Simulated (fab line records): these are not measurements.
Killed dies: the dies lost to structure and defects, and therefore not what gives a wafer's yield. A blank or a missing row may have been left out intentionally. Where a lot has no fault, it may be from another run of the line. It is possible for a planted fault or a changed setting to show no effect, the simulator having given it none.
What tool caused it?	flow nand harc	69 wafers from 23 lots sampled at 6 of the route's 1302 steps

== WHAT EACH GAUGE READ, for each wafer ==
Not one reading of a measure or inspect step in the record can be checked against a usual standard deviation.

== WHAT TOOL EACH LOT RAN ON (gives the tool, then ch and the chambers of the sampled wafers, and finally the start) ==
lot	NHARC_A_STAIRCASE_DESCUM_186	NHARC_A_STAIRCASE_TRIM_189	NHARC_A_STAIRCASE_ETCH_203	NHARC_A_STAIRCASE_TRIM_220	NHARC_A_STAIRCASE_ETCH_234	NHARC_A_STAIRCASE_TRIM_235
L074	rie diel-03 ch 1,2,3, day 15 18:56	rie diel-03 ch 1,2,3, day 15 22:52 or earlier	rie diel-13 ch 0,1,2, day 15 22:52 or earlier	rie diel-13 ch 0,1,2, day 15 22:52	rie diel-11 ch 1,2, no start	rie diel-11 ch 0,2,3, no start
L075	rie diel-11 ch 0,1,3, day 15 19:39	rie diel-11 ch 0,1,2, day 15 23:34 or earlier	rie diel-03 ch 1,2,3, day 15 23:34 or earlier	rie diel-13 ch 0,1, day 15 23:34	rie diel-13 ch 0,1, no start	rie diel-13 ch 0,2, no start
L076	rie diel-13 ch 0,3, day 17 02:10	rie diel-13 ch 2,3, day 17 06:32 or earlier	rie diel-11 ch 0,2,3, day 17 06:32 or earlier	rie diel-11 ch 0,2,3, day 17 06:32	rie diel-11 ch 0,2, no start	rie diel-11 ch 0,2, no start
L078	rie diel-03 ch 0,1,2, day 17 12:50	rie diel-03 ch 0,1,2, day 17 16:44 or earlier	rie diel-03 ch 0,2,3, day 17 16:44 or earlier	rie diel-11 ch 0,3, day 17 16:44	rie diel-13 ch 0,1,3, no start	rie diel-13 ch 0,2,3, no start
L077	rie diel-03 ch 1,2, day 17 16:12	rie diel-03 ch 0,1, day 17 19:53 or earlier	rie diel-03 ch 1,2,3, day 17 19:53 or earlier	rie diel-03 ch 1,2, day 17 19:53	rie diel-11 ch 2,3, no start	rie diel-11 ch 2,3, no start
L079	rie diel-11 ch 2,3, day 17 17:24	rie diel-11 ch 0,3, day 17 21:18 or earlier	rie diel-11 ch 0,3, day 17 21:18 or earlier	rie diel-03 ch 1,2,3, day 17 21:18	rie diel-13 ch 0,1, no start	rie diel-13 ch 0,2,3, no start
L081	rie diel-13 ch 0,1,2, day 18 12:38	rie diel-13 ch 1,2,3, day 18 16:31 or earlier	rie diel-13 ch 0,2,3, day 18 16:31 or earlier	rie diel-13 ch 1,3, day 18 16:31	rie diel-03 ch 1,2,3, no start	rie diel-03 ch 0,1, no start
L082	rie diel-13 ch 0,1,2, day 19 03:42	rie diel-13 ch 0,1,2, day 19 07:29 or earlier	rie diel-03 ch 0,1,3, day 19 07:29 or earlier	rie diel-13 ch 0,1,2, day 19 07:29	rie diel-13 ch 0,1,3, no start	rie diel-13 ch 0,2,3, no start
L080	rie diel-03 ch 2,3, day 19 04:10	rie diel-03 ch 0,1,2, day 19 08:27 or earlier	rie diel-03 ch 0,2,3, day 19 08:27 or earlier	rie diel-03 ch 0,3, day 19 08:27	rie diel-13 ch 1,3, no start	rie diel-13 ch 1,2, no start
L083	rie diel-13 ch 0,3, day 19 14:56	rie diel-13 ch 2,3, day 19 18:55 or earlier	rie diel-03 ch 0,1,2, day 19 18:55 or earlier	rie diel-03 ch 0,1,2, day 19 18:55	rie diel-03 ch 1,2,3, no start	rie diel-03 ch 1,2,3, no start
L085	rie diel-13 ch 0,1,2, day 20 03:07	rie diel-13 ch 0,1,2, day 20 11:48 or earlier	rie diel-11 ch 0,1,2, day 20 11:48 or earlier	rie diel-11 ch 0,2,3, day 20 11:48	rie diel-03 ch 1,2,3, no start	rie diel-03 ch 0,2,3, no start
L084	rie diel-13 ch 0,1,2, day 20 18:39	rie diel-13 ch 0,1,3, day 20 23:26 or earlier	rie diel-03 ch 0,2, day 20 23:26 or earlier	rie diel-03 ch 0,1,2, day 20 23:26	rie diel-13 ch 0,2, no start	rie diel-13 ch 1,2, no start
L086	rie diel-11 ch 1,2,3, day 20 23:27	rie diel-11 ch 0,1,3, day 21 03:39 or earlier	rie diel-03 ch 2,3, day 21 03:39 or earlier	rie diel-11 ch 0,2,3, day 21 03:39	rie diel-13 ch 0,2, no start	rie diel-13 ch 0,2, no start
L087	rie diel-03 ch 1,2, day 21 06:53	rie diel-03 ch 2,3, day 21 10:43 or earlier	rie diel-13 ch 0,1, day 21 10:43 or earlier	rie diel-03 ch 0,1, day 21 10:43	rie diel-13 ch 1,2, no start	rie diel-13 ch 0,2, no start
L088	rie diel-11 ch 0,2,3, day 22 05:18	rie diel-11 ch 0,1,2, day 22 12:07 or earlier	rie diel-13 ch 1,2,3, day 22 12:07 or earlier	rie diel-13 ch 0,1,2, day 22 12:07	rie diel-13 ch 1,2,3, no start	rie diel-13 ch 0,1,2, no start
L089	rie diel-03 ch 2,3, day 22 11:04	rie diel-03 ch 0,1,3, day 22 18:19 or earlier	rie diel-03 ch 1,2, day 22 18:19 or earlier	rie diel-03 ch 1,2,3, day 22 18:19	rie diel-03 ch 1,2,3, no start	rie diel-03 ch 0,1,3, no start
L090	rie diel-03 ch 1,3, day 22 16:41	rie diel-03 ch 0,2, day 22 20:26 or earlier	rie diel-11 ch 0,2, day 22 20:26 or earlier	rie diel-11 ch 0,2, day 22 20:26	rie diel-11 ch 0,3, no start	rie diel-11 ch 1,2,3, no start
L092	rie diel-03 ch 0,1,2, day 23 06:06	rie diel-03 ch 0,2, day 23 09:53 or earlier	rie diel-03 ch 0,1,2, day 23 09:53 or earlier	rie diel-13 ch 0,1,2, day 23 09:53	rie diel-03 ch 0,1,2, no start	rie diel-03 ch 0,1,2, no start
L093	rie diel-03 ch 0,1,2, day 24 02:02	rie diel-03 ch 0,1, day 24 05:52 or earlier	rie diel-13 ch 1,2, day 24 05:52 or earlier	rie diel-03 ch 0,1, day 24 05:52	rie diel-03 ch 0,2,3, no start	rie diel-03 ch 0,2,3, no start
L095	rie diel-11 ch 2,3, day 24 10:38	rie diel-11 ch 1,2, day 24 14:38 or earlier	rie diel-11 ch 1,2,3, day 24 14:38 or earlier	rie diel-13 ch 1,2, day 24 14:38	rie diel-13 ch 1,2,3, no start	rie diel-13 ch 0,1, no start
L094	rie diel-11 ch 1,2,3, day 24 10:45	rie diel-11 ch 0,2,3, day 24 14:49 or earlier	rie diel-13 ch 0,1,2, day 24 14:49 or earlier	rie diel-03 ch 0,1,2, day 24 14:49	rie diel-03 ch 1,2,3, no start	rie diel-03 ch 0,1,2, no start
L096	rie diel-13 ch 0,1, day 25 04:58	rie diel-13 ch 2,3, day 25 08:53 or earlier	rie diel-13 ch 0,1,2, day 25 08:53 or earlier	rie diel-13 ch 2,3, day 25 08:53	rie diel-13 ch 2,3, no start	rie diel-13 ch 0,2,3, no start
L097	rie diel-13 ch 2,3, day 25 09:46	rie diel-13 ch 0,1,3, day 25 14:05 or earlier	rie diel-13 ch 0,1, day 25 14:05 or earlier	rie diel-13 ch 0,2,3, day 25 14:05	rie diel-11 ch 1,2,3, no start	rie diel-11 ch 0,2,3, no start
- NHARC_A_STAIRCASE_DESCUM_186: chemistry O2, time 3 s.
- NHARC_A_STAIRCASE_TRIM_189: chemistry O2, time 211.2 s.
- NHARC_A_STAIRCASE_ETCH_203: etches the open film in C4F8/O2, target depth 100 nm, time 40.5 s.
- NHARC_A_STAIRCASE_TRIM_220: chemistry O2, time 211.2 s.
- NHARC_A_STAIRCASE_ETCH_234: etches the open film in C4F8/O2, target depth 100 nm, time 40.5 s.
- NHARC_A_STAIRCASE_TRIM_235: chemistry O2, time 211.2 s.

== AS READ BY THE TOOLS THEMSELVES (means over the sampled wafers that have a number; for cases with no such wafer, the mark the record gives instead) ==
NHARC_A_STAIRCASE_DESCUM_186.
lot	tool	drypump motor current A (A)	oes product au (a.u.)	rf vpp V (V)	showerhead plenum p Torr (Torr)	throttle valve pct (%)
L074	rie diel-03	5.6	0.995	57.2	1.87	11.313
L075	rie diel-11	5.6	0.991	56.8	1.88	11.308
L076	rie diel-13	5.4	0.997	58.4	1.93	11.321
L078	rie diel-03	5.6	0.993	57.6	1.87	11.309
L077	rie diel-03	5.3	0.996	57.6	1.87	11.312
L079	rie diel-11	5.4	0.996	57.6	1.85	11.310
L081	rie diel-13	5.4	1.001	57.8	1.92	11.311
L082	rie diel-13	5.5	0.999	58.4	1.92	11.313
L080	rie diel-03	5.8	0.990	57.7	1.90	11.306
L083	rie diel-13	5.4	1.010	57.3	1.92	11.307
L085	rie diel-13	5.4	0.998	57.8	1.92	11.319
L084	rie diel-13	5.4	1.003	57.6	1.91	11.321
L086	rie diel-11	5.6	0.995	58.0	1.90	11.314
L087	rie diel-03	5.3	1.017	58.0	1.86	11.306
L088	rie diel-11	5.8	0.994	58.3	1.92	11.312
L089	rie diel-03	5.8	0.993	56.9	1.89	11.316
L090	rie diel-03	5.6	0.990	57.5	1.80	11.312
L092	rie diel-03	5.6	0.993	57.8	1.86	11.308
L093	rie diel-03	5.6	0.999	57.9	1.86	11.311
L095	rie diel-11	5.4	1.006	58.3	1.83	11.317
L094	rie diel-11	5.6	0.978	57.3	1.89	11.300
L096	rie diel-13	5.7	0.985	57.2	1.87	11.311
L097	rie diel-13	5.3	0.994	57.8	1.94	11.308

NHARC_A_STAIRCASE_TRIM_189.
lot	tool	drypump motor current A (A)	oes product au (a.u.)	rf vpp V (V)	showerhead plenum p Torr (Torr)	throttle valve pct (%)
L074	rie diel-03	5.6	0.991	58.6	3.45	17.039
L075	rie diel-11	5.9	0.998	57.9	3.50	17.030
L076	rie diel-13	5.4	1.005	57.4	3.58	17.036
L078	rie diel-03	5.6	1.005	57.3	3.46	17.033
L077	rie diel-03	5.4	1.006	57.4	3.38	17.031
L079	rie diel-11	5.8	0.998	56.7	3.31	17.038
L081	rie diel-13	5.5	0.999	57.5	3.54	17.034
L082	rie diel-13	5.5	1.002	57.7	3.54	17.036
L080	rie diel-03	5.6	0.992	57.9	3.45	17.038
L083	rie diel-13	5.3	1.002	57.7	3.60	17.031
L085	rie diel-13	5.5	1.003	57.1	3.54	17.038
L084	rie diel-13	5.6	1.001	57.2	3.50	17.026
L086	rie diel-11	5.6	0.991	58.1	3.63	17.035
L087	rie diel-03	5.9	0.997	57.7	3.50	17.041
L088	rie diel-11	5.9	0.987	58.1	3.65	17.049
L089	rie diel-03	5.6	0.997	56.9	3.35	17.036
L090	rie diel-03	5.9	0.995	57.1	3.51	17.026
L092	rie diel-03	5.9	0.994	58.0	3.51	17.030
L093	rie diel-03	5.6	1.003	57.3	3.37	17.033
L095	rie diel-11	5.7	0.989	57.2	3.61	17.032
L094	rie diel-11	5.8	1.003	58.2	3.52	17.033
L096	rie diel-13	5.4	0.997	58.0	3.55	17.035
L097	rie diel-13	5.6	0.994	58.2	3.49	17.038

NHARC_A_STAIRCASE_ETCH_203.
lot	tool	oes product au (a.u.)	rf vpp V (V)
L074	rie diel-13	0.938	896
L075	rie diel-03	0.941	893
L076	rie diel-11	0.932	890
L078	rie diel-03	0.946	893
L077	rie diel-03	0.947	894
L079	rie diel-11	0.939	889
L081	rie diel-13	0.956	897
L082	rie diel-03	0.942	889
L080	rie diel-03	0.936	893
L083	rie diel-03	0.937	893
L085	rie diel-11	0.941	901
L084	rie diel-03	0.933	896
L086	rie diel-03	0.933	892
L087	rie diel-13	0.955	895
L088	rie diel-13	0.953	896
L089	rie diel-03	0.941	895
L090	rie diel-11	0.943	901
L092	rie diel-03	0.944	892
L093	rie diel-13	0.949	894
L095	rie diel-11	0.941	895
L094	rie diel-13	0.945	895
L096	rie diel-13	0.933	896
L097	rie diel-13	0.940	893

NHARC_A_STAIRCASE_TRIM_220.
lot	tool	drypump motor current A (A)	oes product au (a.u.)	rf vpp V (V)	showerhead plenum p Torr (Torr)	throttle valve pct (%)
L074	rie diel-13	5.5	1.003	57.9	3.55	17.044
L075	rie diel-13	5.5	0.998	57.9	3.52	17.034
L076	rie diel-11	5.8	0.997	57.2	3.37	17.042
L078	rie diel-11	5.5	0.997	56.8	3.34	17.040
L077	rie diel-03	5.6	0.995	57.0	3.52	17.028
L079	rie diel-03	5.6	0.990	57.5	3.44	17.028
L081	rie diel-13	5.8	0.996	57.0	3.48	17.040
L082	rie diel-13	5.5	0.993	57.7	3.54	17.036
L080	rie diel-03	5.9	1.004	57.9	3.38	17.043
L083	rie diel-03	5.6	1.002	58.1	3.45	17.041
L085	rie diel-11	5.8	0.991	58.3	3.54	17.036
L084	rie diel-03	5.6	0.991	58.4	3.44	17.040
L086	rie diel-11	5.8	0.987	58.3	3.54	17.035
L087	rie diel-03	5.4	0.998	58.0	3.37	17.046
L088	rie diel-13	5.4	1.009	57.7	3.52	17.027
L089	rie diel-03	5.6	1.002	57.1	3.42	17.032
L090	rie diel-11	6.1	0.994	57.2	3.68	17.033
L092	rie diel-13	5.5	1.003	56.9	3.52	17.026
L093	rie diel-03	5.6	0.993	58.0	3.37	17.030
L095	rie diel-13	5.7	0.986	58.2	3.48	17.034
L094	rie diel-03	5.6	0.996	57.2	3.43	17.043
L096	rie diel-13	5.3	1.000	58.5	3.58	17.023
L097	rie diel-13	5.3	0.991	57.3	3.55	17.038

NHARC_A_STAIRCASE_ETCH_234.
lot	tool	oes product au (a.u.)	rf vpp V (V)
L074	rie diel-11	0.949	900
L075	rie diel-13	0.930	894
L076	rie diel-11	0.936	891
L078	rie diel-13	0.946	896
L077	rie diel-11	0.938	892
L079	rie diel-13	0.936	894
L081	rie diel-03	0.939	892
L082	rie diel-13	0.943	896
L080	rie diel-13	0.950	895
L083	rie diel-03	0.938	892
L085	rie diel-03	0.942	892
L084	rie diel-13	0.941	899
L086	rie diel-13	0.954	897
L087	rie diel-13	0.938	894
L088	rie diel-13	0.945	896
L089	rie diel-03	0.932	892
L090	rie diel-11	0.924	899
L092	rie diel-03	0.948	893
L093	rie diel-03	0.937	892
L095	rie diel-13	0.936	895
L094	rie diel-03	0.938	892
L096	rie diel-13	0.939	897
L097	rie diel-11	0.947	895

NHARC_A_STAIRCASE_TRIM_235.
lot	tool	drypump motor current A (A)	oes product au (a.u.)	rf vpp V (V)	showerhead plenum p Torr (Torr)	throttle valve pct (%)
L074	rie diel-11	5.8	0.989	57.3	3.38	17.037
L075	rie diel-13	5.2	1.002	57.7	3.61	17.040
L076	rie diel-11	6.1	1.001	57.3	3.40	17.044
L078	rie diel-13	5.3	1.000	57.8	3.57	17.044
L077	rie diel-11	5.8	0.989	58.2	3.44	17.049
L079	rie diel-13	5.3	0.997	58.6	3.57	17.035
L081	rie diel-03	5.6	1.008	57.0	3.39	17.033
L082	rie diel-13	5.4	1.005	57.8	3.57	17.037
L080	rie diel-13	5.6	0.981	57.8	3.50	17.042
L083	rie diel-03	5.6	0.993	58.0	3.43	17.032
L085	rie diel-03	5.9	0.989	57.3	3.44	17.038
L084	rie diel-13	5.4	1.001	58.1	3.55	17.028
L086	rie diel-13	5.2	1.010	58.1	3.56	17.040
L087	rie diel-13	5.3	1.008	57.2	3.56	17.039
L088	rie diel-13	5.5	1.005	58.0	3.52	17.037
L089	rie diel-03	5.6	1.004	56.6	3.35	17.032
L090	rie diel-11	5.6	0.990	57.4	3.50	17.044
L092	rie diel-03	5.6	0.995	57.7	3.43	17.041
L093	rie diel-03	5.9	1.004	57.8	3.42	17.046
L095	rie diel-13	5.6	0.994	58.5	3.49	17.040
L094	rie diel-03	5.6	1.001	57.4	3.43	17.033
L096	rie diel-13	5.3	0.989	57.7	3.55	17.037
L097	rie diel-11	5.8	0.999	58.3	3.52	17.036

== THE ANSWER, worked out from the rows above alone ==
Rule: usual is defined by the lots themselves. The widest of any qualifying gaps counts: lots, ordered by their means at a reading, are off when they make up no more than a third of the lots, leave a main group of 4 or more, and stand apart from it by 3 or more times the standard deviation of that group's means. Not used: any main group whose means are identical at the precision the tables above print for the reading. Also off: a lot with no number at a reading for which 4 or more lots have one. Where the step has rows for the other lots, those lots are counted as sound. Order of review: gauges by route order, followed by the tools' own readings, for which a lot's mean as printed above is used. At the first step where some lot is off, the reading lying furthest off is the one used; lots without a number count as furthest.
Nothing can be told from this: no lot is off at any reading shown.

== WHAT THE SIMULATOR PUT IN ==
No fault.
